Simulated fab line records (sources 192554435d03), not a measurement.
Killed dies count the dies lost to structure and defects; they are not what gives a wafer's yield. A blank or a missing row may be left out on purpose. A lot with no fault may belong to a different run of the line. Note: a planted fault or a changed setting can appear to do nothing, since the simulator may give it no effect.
Split-lot study | flow n5 finfet | route with 1938 steps; 7 lots, 21 wafers read

== SPLIT DETAILS ==
At N5_BEOL_M8_TRENCH_ETCH_37 (etches SiCOH lowk in C4F6/O2, target depth 93.478 nm, time 31.2 s), the setting source w was moved away from the recipe's 345 W on 8 of the 21 wafers read, by -14.7% to +16.3%. All remaining wafers had this setting at the recipe value.

== FROM THE SPLIT TO THE READING: what the file shows between them, 11 steps ==
- N5_BEOL_M8_ETCH_41: etches SiCN in CH3F/O2, target depth 31.9 nm, time 57.8 s
- N5_BEOL_M8_STRIP_80: strips in N2/H2, time 10 s
- N5_BEOL_M8_OCD_MEAS_38
- N5_BEOL_M8_HM_STRIP_39: strips TiN in peroxide tin strip, target depth 25 nm, time 158 s
- N5_BEOL_M8_SRD_40: time 30 s
- N5_BEOL_M8_ECD_50: material Cu, target thk 300 nm
- N5_BEOL_M8_ANNEAL_51: time 90 s
- N5_BEOL_M8_CMP_52: polishes, stops on SiCOH lowk, t overpolish 6.9 s, target thk 80 nm
- N5_BEOL_M8_THK_MEAS_53: measures by xrf
- N5_BEOL_M8_PRE_CLEAN_55: time 15 s
- N5_BEOL_M8_DEP_56: deposits SiCN from 3MS/NH3, target thk 10 nm, time 17.5 s

== THE READING ==
M8_RS (ohm/sq), read at N5_BEOL_M8_RS_MEAS_57 with a four-point probe. On this fab line, fault-free wafers typically give 0.288 ohm/sq with a standard deviation of 0.0056 ohm/sq.

wafer  | tool, chamber at the split | source w as run, W | against the recipe | M8_RS, ohm/sq | against lot-mates on the recipe
L076.1 | rie diel-05, 1             | 294.4              | -14.7%             | 0.315         | no lot-mate on the recipe
L076.2 | rie diel-05, 2             | 294.4              | -14.7%             | 0.314         | no lot-mate on the recipe
L076.4 | rie diel-05, 2             | 294.4              | -14.7%             | 0.306         | no lot-mate on the recipe
L083.1 | rie diel-05, 3             | 401.3              | +16.3%             | 0.267         | -0.023
L083.3 | rie diel-05, 2             | 345                | recipe             | 0.289         | -
L083.4 | rie diel-05, 1             | 345                | recipe             | 0.292         | -
L088.3 | rie diel-04, 1             | 345                | recipe             | 0.285         | -
L088.5 | rie diel-04, 2             | 345                | recipe             | 0.281         | -
L088.6 | rie diel-04, 3             | 345                | recipe             | 0.280         | -
L089.1 | rie diel-05, 1             | 345                | recipe             | 0.292         | -
L089.2 | rie diel-05, 2             | 345                | recipe             | 0.289         | -
L089.5 | rie diel-05, 1             | 345                | recipe             | 0.286         | -
L090.1 | rie diel-06, 0             | 345                | recipe             | 0.287         | -
L090.3 | rie diel-06, 1             | 345                | recipe             | 0.288         | -
L090.4 | rie diel-06, 3             | 345                | recipe             | 0.283         | -
L093.1 | rie diel-04, 1             | 312.7              | -9.4%              | 0.303         | no lot-mate on the recipe
L093.3 | rie diel-04, 2             | 312.7              | -9.4%              | 0.301         | no lot-mate on the recipe
L093.5 | rie diel-04, 0             | 312.7              | -9.4%              | 0.303         | no lot-mate on the recipe
L096.1 | rie diel-04, 1             | 345                | recipe             | 0.285         | -
L096.2 | rie diel-04, 2             | 302.3              | -12.4%             | 0.305         | +0.022
L096.3 | rie diel-04, 0             | 345                | recipe             | 0.282         | -

THE FIT
A straight line over all 21 wafers: M8_RS changes by -0.00156 ohm/sq for each +1% of source w; r = -0.95; the points scatter about the line by 0.0039 ohm/sq.
The same after taking each lot's own level away (the mean of its wafers on the recipe; 15 wafers): -0.00155 ohm/sq for each +1%; r = -0.97; scatter 0.0022 ohm/sq.
On that fit, the largest move of source w shifts the reading by 0.025 ohm/sq.
The span of the lots' own levels, 0.2820 to 0.2905 ohm/sq, comes to 1.5 times the standard deviation stated above.
So the lot-to-lot level changes the slope little: the two slopes agree.
Check: with one of the wafers moved furthest among these (+16.3%) left out of the fit, the line predicts -0.0283 ohm/sq for it against its lot-mates. It came out at -0.0235 ohm/sq against them.
Tool readings at the split's step, against how far the setting was moved: rf vpp V r = -0.97.

== THE WHOLE CHAIN: every reading that the file lists as answering this split, in the file's order ==
step                      | what it does                                                        | reading                                                                      | change (the file's fit)               | r (the file's)
N5_BEOL_M8_TRENCH_ETCH_37 | etches SiCOH lowk in C4F6/O2, target depth 93.478 nm, time 31.2 s   | rf vpp V                                                                     | -3.1 V for each +1% of the setting    | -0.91
N5_BEOL_M8_OCD_MEAS_38    |                                                                     | trench depth nm                                                              | +0.329 nm for each +1% of the setting | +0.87
N5_BEOL_M8_CMP_52         | polishes, stops on SiCOH lowk, t overpolish 6.9 s, target thk 80 nm | Cu_of_BEOL_M8_ECD_50.thk nm (the simulator's own value, which no gauge read) | +0.374 nm for each +1% of the setting | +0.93
N5_BEOL_M8_THK_MEAS_53    | measures by xrf                                                     | M8_THK                                                                       | +0.368 for each +1% of the setting    | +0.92
N5_BEOL_M8_RS_MEAS_57     | measures by four-point-probe                                        | M8_RS                                                                        | -0.00157 for each +1% of the setting  | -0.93

== THE FILE'S OWN FIT ==
M8_RS changes by -0.00157 ohm/sq for each +1% of source w, r = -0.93.
